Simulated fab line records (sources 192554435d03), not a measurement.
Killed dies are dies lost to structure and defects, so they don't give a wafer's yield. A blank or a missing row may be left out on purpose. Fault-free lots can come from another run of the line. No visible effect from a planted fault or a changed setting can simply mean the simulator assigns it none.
fab line records	flow n5_finfet
[record] lots = 7	wafers = 39
route steps=1938 shown BEOL_M6@1194 BEOL_M10@1470 BEOL_M12@1648
start_h: hours from the record's opening day to when the first of the lot's shown wafers began	wait_h: hours since the lot's step before	" the same as in the row above	L1.1+2: several wafers, shown together as one row	- value missing, or start not given	* or withheld: withheld	< > ~ a bound
route shown NAME@n: NAME is a module with steps in the file, n the number in the route of the first one	usual: average and standard deviation across the fault-free wafers	same: alike in all rows	chamber/n: place in a boat	sites: the reading at each site	_std_site: standard deviation across them	_edge_site: outer sites' mean less inner sites'	radius_mm: how far each site lies from the wafer's centre	mask NAME#n: copy n	behind: the last tool/chamber to shape the wafer	hold: the reason the lot was held/the length of the hold in hours/how it ended	device: whichever transistor did not switch (one of n, p or np)	end of line: the tests these same wafers got at the end of their route	for a step that has no rows: nothing shown but its recipe	killed: not the wafer's yield, but the dies lost to structure and defects at the first sort	map: the dies of a wafer, with x for killed, . for not killed, _ for no die there
set.NAME: the run value of the setting; set.NAME@STEP: its run value at that earlier step	model.NAME: the simulator's own value behind a step, which no gauge read
lots run with intentionally changed settings; tables by step, rows by wafer
[[steps]]
[step N5_BEOL_M6_ILD_DEP_00]
[recipe] material = SiCOH_lowk	target_thk_a = 1797.5	temp_c = 300	precursor = DEMS/porogen	pressure_torr = 5	rf_w = 500	time_s = 33.4
lot.wafer	tool	chamber	start_h	wait_h	set.time_s	model.SiCOH_lowk_of_BEOL_M6_ILD_DEP_00.thk_nm
L074.1	pecvd-04	0	191.37	0.0	26.66	142
L074.2	"	2	"	"	26.66	138.8
L074.3	"	1	"	"	33.4	177.4
L074.4	"	2	"	"	33.4	176
L074.5	"	1	"	"	26.66	143
L074.6	"	0	"	"	33.4	179
L077.1	pecvd-03	0	200.80	0.0	33.4	178.6
L077.2	"	1	"	"	33.4	181
L077.3	"	2	"	"	33.4	177.8
L077.4	"	1	"	"	33.4	186.4
L077.5	"	2	"	"	33.4	180
L077.6	"	0	"	"	33.4	180.6
L080.1	pecvd-03	2	233.17	0.0	17.12	93.4
L080.2	"	0	"	"	17.12	93
L080.3	"	1	"	"	33.4	180.4
L080.4	"	0	"	"	33.4	179.6
L080.5	"	2	"	"	17.12	92.2
L080.6	"	1	"	"	33.4	184.2
L088.1	pecvd-04	1	270.08	0.0	33.4	180.6
L088.2	"	0	"	"	46.98	248.8
L088.3+6	"	2,0	"	"	33.4	179.2
L088.4	"	1	"	"	46.98	256
L088.5	"	2	"	"	46.98	253.8
L089.1	pecvd-01	1	277.06	0.0	33.4	186.2
L089.2	"	0	"	"	33.4	182.8
L089.4	"	1	"	"	33.4	188.4
L092.1	pecvd-04	2	301.02	0.0	33.4	175.6
L092.2	"	1	"	"	28.33	152.2
L092.3	"	0	"	"	33.4	173.8
L092.4	"	2	"	"	33.4	178.2
L092.5	"	1	"	"	28.33	154
L092.6	"	0	"	"	28.33	151.4
L095.1	pecvd-01	0	327.02	0.0	27.92	151.2
L095.2	"	2	"	"	27.92	152.4
L095.3	"	1	"	"	33.4	181.8
L095.4	"	2	"	"	33.4	183.8
L095.5	"	1	"	"	27.92	158.2
L095.6	"	0	"	"	33.4	183.2
[step N5_BEOL_M6_CURE_74]
[recipe] temp_c = 385	time_s = 240	ambient = He/Ar	material = SiCOH_lowk
lot.wafer	tool	chamber	start_h	wait_h	set.time_s@BEOL_M6_ILD_DEP_00	model.SiCOH_lowk_of_BEOL_M6_ILD_DEP_00.thk_nm
L074.1	uv_cure-03	1	191.43	0.0	26.66	122.2
L074.2	"	1	"	"	26.66	119.4
L074.3	"	1	"	"	33.4	152.8
L074.4	"	1	"	"	33.4	151.8
L074.5	"	1	"	"	26.66	123.2
L074.6	"	1	"	"	33.4	154.4
L077.1	uv_cure-02	0	200.86	0.0	33.4	154
L077.2	"	0	"	"	33.4	156.2
L077.3	"	0	"	"	33.4	153.4
L077.4	"	0	"	"	33.4	160.8
L077.5	"	0	"	"	33.4	155.2
L077.6	"	0	"	"	33.4	155.8
L080.1	uv_cure-03	1	233.23	0.0	17.12	80.2
L080.2	"	1	"	"	17.12	79.8
L080.3	"	1	"	"	33.4	155.6
L080.4	"	1	"	"	33.4	154.8
L080.5	"	1	"	"	17.12	79
L080.6	"	1	"	"	33.4	159
L088.1	uv_cure-02	2	270.15	0.0	33.4	155.8
L088.2	"	2	"	"	46.98	215.4
L088.3	"	2	"	"	33.4	154.6
L088.4	"	2	"	"	46.98	221.6
L088.5	"	2	"	"	46.98	219.8
L088.6	"	2	"	"	33.4	154.4
L089.1	uv_cure-03	0	277.12	0.0	33.4	160.6
L089.2	"	0	"	"	33.4	157.6
L089.4	"	0	"	"	33.4	162.4
L092.1	uv_cure-01	2	301.08	0.0	33.4	151.4
L092.2	"	2	"	"	28.33	131
L092.3	"	2	"	"	33.4	149.8
L092.4	"	2	"	"	33.4	153.6
L092.5	"	2	"	"	28.33	132.6
L092.6	"	2	"	"	28.33	130.2
L095.1	uv_cure-01	2	327.08	0.0	27.92	130.2
L095.2	"	2	"	"	27.92	131.2
L095.3	"	2	"	"	33.4	156.8
L095.4	"	2	"	"	33.4	158.6
L095.5	"	2	"	"	27.92	136.4
L095.6	"	2	"	"	33.4	158
[step N5_BEOL_M6_THK_MEAS_01]
[recipe] reads = SiCOH_lowk_of_BEOL_M6_ILD_DEP_00
[usual] M6_ILD_THK = 155.4/2.5
lot.wafer	tool	chamber	start_h	wait_h	set.time_s@BEOL_M6_ILD_DEP_00	M6_ILD_THK[nm]
L074.1	film_metro-01	-	192.43	0.8	26.66	122.2
L074.2	"	-	"	"	26.66	119.3
L074.3	"	-	"	"	33.4	152.9
L074.4	"	-	"	"	33.4	151.8
L074.5	"	-	"	"	26.66	123.1
L074.6	"	-	"	"	33.4	154.3
L077.1	film_metro-01	-	201.37	0.4	33.4	154.1
L077.2	"	-	"	"	33.4	156.3
L077.3	"	-	"	"	33.4	153.3
L077.4	"	-	"	"	33.4	160.7
L077.5	"	-	"	"	33.4	154.9
L077.6	"	-	"	"	33.4	155.8
L080.1	film_metro-01	-	233.75	0.4	17.12	80.2
L080.2	"	-	"	"	17.12	79.8
L080.3	"	-	"	"	33.4	155.5
L080.4	"	-	"	"	33.4	154.7
L080.5	"	-	"	"	17.12	79.0
L080.6	"	-	"	"	33.4	158.9
L088.1	film_metro-02	-	270.66	0.4	33.4	155.8
L088.2	"	-	"	"	46.98	215.5
L088.3	"	-	"	"	33.4	154.5
L088.4	"	-	"	"	46.98	221.5
L088.5	"	-	"	"	46.98	219.8
L088.6	"	-	"	"	33.4	154.5
L089.1	film_metro-02	-	277.64	0.4	33.4	160.6
L089.2	"	-	"	"	33.4	157.5
L089.4	"	-	"	"	33.4	162.5
L092.1	film_metro-01	-	302.07	0.8	33.4	151.3
L092.2	"	-	"	"	28.33	131.0
L092.3	"	-	"	"	33.4	149.8
L092.4	"	-	"	"	33.4	153.5
L092.5	"	-	"	"	28.33	132.7
L092.6	"	-	"	"	28.33	130.2
L095.1	film_metro-02	-	328.07	0.8	27.92	130.2
L095.2	"	-	"	"	27.92	131.2
L095.3	"	-	"	"	33.4	156.9
L095.4	"	-	"	"	33.4	158.7
L095.5	"	-	"	"	27.92	136.4
L095.6	"	-	"	"	33.4	158.0
[step N5_BEOL_M10_ILD_DEP_00]
[recipe] material = SiCOH_lowk	target_thk_a = 3085.1	temp_c = 300	precursor = DEMS/porogen	pressure_torr = 5	rf_w = 500	time_s = 58
lot.wafer	tool	chamber	start_h	wait_h	set.target_thk_a	model.SiCOH_lowk_of_BEOL_M10_ILD_DEP_00.thk_nm
L074.1	pecvd-04	1	221.72	0.0	3085.1	308.4
L074.2	"	2	"	"	3085.1	302.8
L074.3	"	1	"	"	3085.1	313.8
L074.4	"	2	"	"	3085.1	311.2
L074.5	"	2	"	"	3085.1	308
L074.6	"	1	"	"	3085.1	313.2
L077.1	pecvd-01	0	231.69	0.0	3085.1	302.6
L077.2	"	1	"	"	3700	367.8
L077.3	"	2	"	"	3700	363.8
L077.4	"	0	"	"	3085.1	309.2
L077.5	"	2	"	"	3085.1	307.6
L077.6	"	1	"	"	3700	367.4
L080.1	pecvd-03	2	274.91	0.0	3952	391.6
L080.2	"	1	"	"	3085.1	299.8
L080.3	"	1	"	"	3952	392.6
L080.4	"	2	"	"	3085.1	310.4
L080.5	"	1	"	"	3085.1	300.2
L080.6	"	2	"	"	3952	397
L088.1	pecvd-03	1	306.18	0.0	3085.1	299.8
L088.2	"	0	"	"	3085.1	302.8
L088.3	"	2	"	"	4706	463.8
L088.4	"	1	"	"	4706	466.6
L088.5	"	2	"	"	3085.1	308
L088.6	"	0	"	"	4706	470
L089.1	pecvd-01	1	308.80	0.0	3085.1	309.6
L089.2	"	2	"	"	3085.1	307
L089.4	"	2	"	"	3085.1	310.4
L092.1	pecvd-01	2	334.63	0.0	3904	378.4
L092.2+3	"	1,0	"	"	3085.1	305.4
L092.4	"	1	"	"	3904	391.6
L092.5	"	0	"	"	3904	392.2
L092.6	"	2	"	"	3085.1	305
L095.1	pecvd-01	2	366.88	0.0	3085.1	304.6
L095.2	"	1	"	"	3085.1	307.2
L095.3	"	0	"	"	3085.1	309
L095.4	"	1	"	"	4735	475.6
L095.5	"	0	"	"	4735	478.2
L095.6	"	2	"	"	4735	474.2
[step N5_BEOL_M10_CURE_71]
[recipe] temp_c = 385	time_s = 240	ambient = He/Ar	material = SiCOH_lowk
lot.wafer	tool	chamber	start_h	wait_h	set.target_thk_a@BEOL_M10_ILD_DEP_00	model.SiCOH_lowk_of_BEOL_M10_ILD_DEP_00.thk_nm
L074.1	uv_cure-02	0	221.82	0.1	3085.1	267.8
L074.2	"	0	"	"	3085.1	263
L074.3	"	0	"	"	3085.1	272.6
L074.4	"	0	"	"	3085.1	270.4
L074.5	"	0	"	"	3085.1	267.6
L074.6	"	0	"	"	3085.1	272
L077.1	uv_cure-03	1	231.77	0.0	3085.1	262.8
L077.2	"	1	"	"	3700	320.6
L077.3	"	1	"	"	3700	317
L077.4	"	1	"	"	3085.1	268.6
L077.5	"	1	"	"	3085.1	267.2
L077.6	"	1	"	"	3700	320.2
L080.1	uv_cure-02	1	275.01	0.1	3952	341.8
L080.2	"	1	"	"	3085.1	260.4
L080.3	"	1	"	"	3952	342.8
L080.4	"	1	"	"	3085.1	269.6
L080.5	"	1	"	"	3085.1	260.6
L080.6	"	1	"	"	3952	346.6
L088.1	uv_cure-03	1	306.25	0.0	3085.1	260.4
L088.2	"	1	"	"	3085.1	263
L088.3	"	1	"	"	4706	406.4
L088.4	"	1	"	"	4706	408.8
L088.5	"	1	"	"	3085.1	267.4
L088.6	"	1	"	"	4706	412
L089.1	uv_cure-03	0	308.88	0.0	3085.1	269
L089.2	"	0	"	"	3085.1	266.6
L089.4	"	0	"	"	3085.1	269.6
L092.1	uv_cure-03	1	334.71	0.0	3904	330
L092.2+3	"	1	"	"	3085.1	265.2
L092.4	"	1	"	"	3904	341.8
L092.5	"	1	"	"	3904	342.2
L092.6	"	1	"	"	3085.1	264.8
L095.1	uv_cure-01	0	366.96	0.0	3085.1	264.4
L095.2	"	0	"	"	3085.1	267
L095.3	"	0	"	"	3085.1	268.4
L095.4	"	0	"	"	4735	417
L095.5	"	0	"	"	4735	419.2
L095.6	"	0	"	"	4735	415.6
[step N5_BEOL_M10_THK_MEAS_01]
[recipe] reads = SiCOH_lowk_of_BEOL_M10_ILD_DEP_00
[usual] M10_ILD_THK = 267/4
lot.wafer	tool	chamber	start_h	wait_h	set.target_thk_a@BEOL_M10_ILD_DEP_00	M10_ILD_THK[nm]
L074.1	film_metro-01	-	222.34	0.4	3085.1	268
L074.2	"	-	"	"	3085.1	263
L074.3	"	-	"	"	3085.1	273
L074.4	"	-	"	"	3085.1	271
L074.5	"	-	"	"	3085.1	267
L074.6	"	-	"	"	3085.1	272
L077.1	film_metro-01	-	232.28	0.4	3085.1	263
L077.2	"	-	"	"	3700	321
L077.3	"	-	"	"	3700	317
L077.4	"	-	"	"	3085.1	268
L077.5	"	-	"	"	3085.1	267
L077.6	"	-	"	"	3700	320
L080.1	film_metro-01	-	275.53	0.4	3952	342
L080.2	"	-	"	"	3085.1	260
L080.3	"	-	"	"	3952	343
L080.4	"	-	"	"	3085.1	269
L080.5	"	-	"	"	3085.1	261
L080.6	"	-	"	"	3952	346
L088.1	film_metro-01	-	307.25	0.8	3085.1	260
L088.2	"	-	"	"	3085.1	263
L088.3	"	-	"	"	4706	407
L088.4	"	-	"	"	4706	409
L088.5	"	-	"	"	3085.1	267
L088.6	"	-	"	"	4706	412
L089.1	film_metro-02	-	309.89	0.8	3085.1	269
L089.2	"	-	"	"	3085.1	267
L089.4	"	-	"	"	3085.1	269
L092.1	film_metro-02	-	335.22	0.4	3904	330
L092.2	"	-	"	"	3085.1	265
L092.3	"	-	"	"	3085.1	265
L092.4	"	-	"	"	3904	342
L092.5	"	-	"	"	3904	342
L092.6	"	-	"	"	3085.1	265
L095.1	film_metro-02	-	367.47	0.4	3085.1	264
L095.2	"	-	"	"	3085.1	267
L095.3	"	-	"	"	3085.1	268
L095.4	"	-	"	"	4735	417
L095.5	"	-	"	"	4735	419
L095.6	"	-	"	"	4735	416
[step N5_BEOL_M12_SPUTTER_43]
[recipe] material = TaN	target_thk_a = 150	temp_c = 50	bias_v = 168.6	power_w = 15000	chamber_pressure_pa = 0.12	time_s = 24.19
lot.wafer	tool	chamber	start_h	wait_h	set.target_thk_a	model.TaN_of_BEOL_M12_SPUTTER_43.thk_nm
L074.1+6	pvd_sputter-02	-	239.05	0.0	173.5	17.8
L074.2	"	-	"	"	173.5	17.6
L074.3	"	-	"	"	150	15.2
L074.4	"	-	"	"	150	15.4
L074.5	"	-	"	"	150	15
L077.1+4+5	pvd_sputter-02	-	250.41	0.0	150	15.2
L077.2+6	"	-	"	"	150	15
L077.3	"	-	"	"	150	14.8
L080.1+2	pvd_sputter-03	-	293.04	0.0	150	14.8
L080.3+4	"	-	"	"	68.48	6.6
L080.5	"	-	"	"	68.48	6.8
L080.6	"	-	"	"	150	15
L088.1	pvd_sputter-01	-	325.81	0.0	150	15
L088.2+6	"	-	"	"	106.9	10.6
L088.3+4	"	-	"	"	150	15.2
L088.5	"	-	"	"	106.9	10.8
L089.1+4	pvd_sputter-03	-	329.68	0.0	150	15
L089.2	"	-	"	"	150	14.8
L092.1+4	pvd_sputter-02	-	356.38	0.0	150	15
L092.2	"	-	"	"	150	15.2
L092.3+5	"	-	"	"	226.5	22.6
L092.6	"	-	"	"	226.5	22.8
L095.1+3+4	pvd_sputter-03	-	387.27	0.0	150	15
L095.2+6	"	-	"	"	226.2	22.6
L095.5	"	-	"	"	226.2	22.4
[step N5_BEOL_M12_SPUTTER_44]
[recipe] material = Ta	target_thk_a = 100	temp_c = 50	bias_v = 80	power_w = 15000	chamber_pressure_pa = 0.07	time_s = 16.13
[step N5_BEOL_M12_SPUTTER_45]
[recipe] material = Cu	target_thk_a = 800	temp_c = -20	bias_v = 60	power_w = 26000	chamber_pressure_pa = 0.13	time_s = 13.33
[step N5_BEOL_M12_ECD_47]
[recipe] material = Cu	target_thk_a = 7200
[step N5_BEOL_M12_ANNEAL_48]
[recipe] temp_c = 225	time_s = 90	ambient = N2
[step N5_BEOL_M12_CMP_49]
[recipe] stop_on = SiOC	t_overpolish_s = 20.6	down_force_psi = 1	platen_rpm = 50	clearing_platen_down_force_psi = 1.5	clearing_platen_rpm = 50	post_cmp_clean = cu_alkaline	target_thk_nm = 320	clearing_platen_pad_velocity_m_s = 0.99484	pad_velocity_m_s = 0.99484
[usual] barrier_field_endpoint_s = 30.1/0.73
lot.wafer	tool	chamber	start_h	wait_h	set.target_thk_a@BEOL_M12_SPUTTER_43	barrier_field_endpoint_s
L074.1	cmp-04	0	239.79	0.3	173.5	32.2
L074.3	"	1	"	"	150	30.9
L074.4	"	2	"	"	150	31.1
L074.2	"	3	"	"	173.5	34.0
L074.6	"	0	"	"	173.5	32.8
L074.5	"	1	"	"	150	31.0
L077.3	cmp-04	2	251.13	0.2	150	30.6
L077.4	"	3	"	"	150	30.9
L077.2	"	0	"	"	150	29.4
L077.1	"	1	"	"	150	31.0
L077.5	"	2	"	"	150	31.2
L077.6	"	3	"	"	150	30.5
L080.4	cmp-01	3	293.76	0.1	68.48	20.1
L080.1	"	0	"	"	150	30.5
L080.3	"	1	"	"	68.48	20.3
L080.2	"	2	"	"	150	29.4
L080.5	"	3	"	"	68.48	20.4
L080.6	"	0	"	"	150	29.2
L088.1	cmp-01	3	326.64	0.3	150	29.2
L088.4	"	0	"	"	150	30.0
L088.2	"	1	"	"	106.9	24.6
L088.3	"	2	"	"	150	29.8
L088.6	"	3	"	"	106.9	24.7
L088.5	"	0	"	"	106.9	24.1
L089.4	cmp-04	0	330.40	0.1	150	30.0
L089.1	"	2	"	"	150	31.0
L089.2	"	3	"	"	150	30.0
L092.4	cmp-01	0	357.10	0.1	150	29.1
L092.3	"	1	"	"	226.5	38.8
L092.1	"	2	"	"	150	29.8
L092.2	"	3	"	"	150	29.7
L092.5	"	0	"	"	226.5	38.6
L092.6	"	1	"	"	226.5	40.0
L095.3	cmp-01	3	388.03	0.2	150	30.4
L095.4	"	0	"	"	150	29.6
L095.1	"	1	"	"	150	30.7
L095.2	"	2	"	"	226.2	39.7
L095.6	"	3	"	"	226.2	39.9
L095.5	"	0	"	"	226.2	38.7
[[key]]
[split] step = N5_BEOL_M6_ILD_DEP_00	setting = time_s	stated = 33.4	by = wafer
[response] step = N5_BEOL_M6_ILD_DEP_00	reading = model.SiCOH_lowk_of_BEOL_M6_ILD_DEP_00.thk_nm	change = +1.79	per = 1%	r = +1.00
[response] step = N5_BEOL_M6_CURE_74	reading = model.SiCOH_lowk_of_BEOL_M6_ILD_DEP_00.thk_nm	change = +1.56	per = 1%	r = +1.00
[response] step = N5_BEOL_M6_THK_MEAS_01	reading = M6_ILD_THK	change = +1.56	per = 1%	r = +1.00
[split] step = N5_BEOL_M10_ILD_DEP_00	setting = target_thk_a	stated = 3085.1	by = wafer
[response] step = N5_BEOL_M10_ILD_DEP_00	reading = model.SiCOH_lowk_of_BEOL_M10_ILD_DEP_00.thk_nm	change = +3.13	per = 1%	r = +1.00
[response] step = N5_BEOL_M10_CURE_71	reading = model.SiCOH_lowk_of_BEOL_M10_ILD_DEP_00.thk_nm	change = +2.79	per = 1%	r = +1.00
[response] step = N5_BEOL_M10_THK_MEAS_01	reading = M10_ILD_THK	change = +2.79	per = 1%	r = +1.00
[split] step = N5_BEOL_M12_SPUTTER_43	setting = target_thk_a	stated = 150	by = wafer
[response] step = N5_BEOL_M12_SPUTTER_43	reading = model.TaN_of_BEOL_M12_SPUTTER_43.thk_nm	change = +0.15	per = 1%	r = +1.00
[response] step = N5_BEOL_M12_CMP_49	reading = barrier_field_endpoint_s	change = +0.179	per = 1%	r = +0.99
